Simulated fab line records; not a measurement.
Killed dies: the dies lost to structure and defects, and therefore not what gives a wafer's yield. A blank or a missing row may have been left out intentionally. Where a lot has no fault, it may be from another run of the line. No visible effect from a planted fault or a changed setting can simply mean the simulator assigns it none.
8D (eight disciplines) problem report, filled in by code + flow nandHarc + the parts of the form that need people (team, actions taken, sign-off) are left out

== 1. THE PROBLEM ==
At NHARC_END_SORT_01, sort_bin_4_pct averages 22.7 % over 3 wafers from 3 lots, while fault-free wafers read 4.8 %, standard deviation 1.3. That is +14 standard deviations from the usual mean.
The first sign was on wafer L264.6 at day 28 03:02, on prober-02. At this step, 21 wafers from 7 lots have a number in the record. By rule, "out" or "out of limits" means more than 4 standard deviations away from the usual mean. The rest of the wafers with a number are treated as sound.

== 2. WHAT THIS IS AND IS NOT ==
| question                    | is                                                                                                                                      | is not                                                                                      |
|-----------------------------|-----------------------------------------------------------------------------------------------------------------------------------------|---------------------------------------------------------------------------------------------|
| which readings at this step | sort_bin_4_pct, defectLimitedYield, killedAtArray, killedDies, sort_bin_2_pct, sort_bin_3_pct, sortNPass, sortRimYieldPct, sortYieldPct | killedAtOther, killedAtPeriphery, killedOpen, killedShort                                   |
| which lots                  | L263, L264, L265                                                                                                                        | L270, L271, L275, L276                                                                      |
| which wafers of those lots  | L263.6, L264.6, L265.1                                                                                                                  | L263.1, L263.5, L264.2, L264.5, L265.4, L265.6                                              |
| read on which gauges        | prober-01, prober-02                                                                                                                    | -                                                                                           |
| when                        | from day 28 03:02                                                                                                                       | up to then (4 sound wafers); but 14 sound wafers of L265, L270, L271, L275, L276 came after |

== 3. WHAT RULES OUT EACH SUSPECT ==
Counting: a tool at a process step up to the reading stays a suspect if it ran every lot that is out. Sound lots after the first of them don't rule it out here, since some wafers of a struck lot are sound.
- the gauge at NHARC_END_SORT_01 is ruled out. The wafers that are out were read on 2 gauges (prober-01, prober-02).
- ecdCu-02 at NHARC_A_M1_ECD_22 (material Cu, target thk 400 nm): kept. It ran every lot that is out, first L264 (day 26 11:53).
Left after counting: ecdCu-02 at NHARC_A_M1_ECD_22.

== 4. THE CAUSE (what the simulator had put in) ==
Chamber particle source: ecdCu-02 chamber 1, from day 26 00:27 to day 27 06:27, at NHARC_A_M1_ECD_22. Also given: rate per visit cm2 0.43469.
Counting left only this tool.

== 5. THE EFFECT CHAIN, in route order ==
One row per reading whose mean, taken over the struck wafers that have a number, lies over 3 standard deviations from the usual. Only readings for which the record gives a usual standard deviation are gone through. hours: the time from each lot's start at the first step in this table that gives one to its start at this step, as a median over the lots. sigmas: the change in usual standard deviations.
| hours | step              | reading            | usual  | on struck wafers | change | sigmas |
|-------|-------------------|--------------------|--------|------------------|--------|--------|
| 0     | NHARC_END_SORT_01 | defectLimitedYield | 91.5 % | 60.6             | -30.9  | -13    |
| 0     | NHARC_END_SORT_01 | killedAtArray      | 52     | 261              | +209   | +12    |
| 0     | NHARC_END_SORT_01 | killedDies         | 57     | 267              | +210   | +13    |
| 0     | NHARC_END_SORT_01 | sort_bin_2_pct     | 3.0 %  | 13.5             | +10.5  | +8.8   |
| 0     | NHARC_END_SORT_01 | sort_bin_3_pct     | 0.6 %  | 3.2              | +2.6   | +7.6   |
| 0     | NHARC_END_SORT_01 | sort_bin_4_pct     | 4.8 %  | 22.7             | +17.9  | +14    |
| 0     | NHARC_END_SORT_01 | sortNPass          | 620    | 410              | -210   | -13    |
| 0     | NHARC_END_SORT_01 | sortRimYieldPct    | 89 %   | 58               | -31    | -7.2   |
| 0     | NHARC_END_SORT_01 | sortYieldPct       | 91.5 % | 60.6             | -30.9  | -13    |

== 6. WHAT WOULD HAVE CAUGHT IT SOONER ==
51 hours passed between the start of the fault at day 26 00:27 and the first reading out of limits at a measuring or inspecting step in this record, taken at day 28 03:02.
Lots out: 3; all had begun NHARC_A_M1_ECD_22 on ecdCu-02 by day 28 03:02. Tool hold at that time: it would have spared none of them.
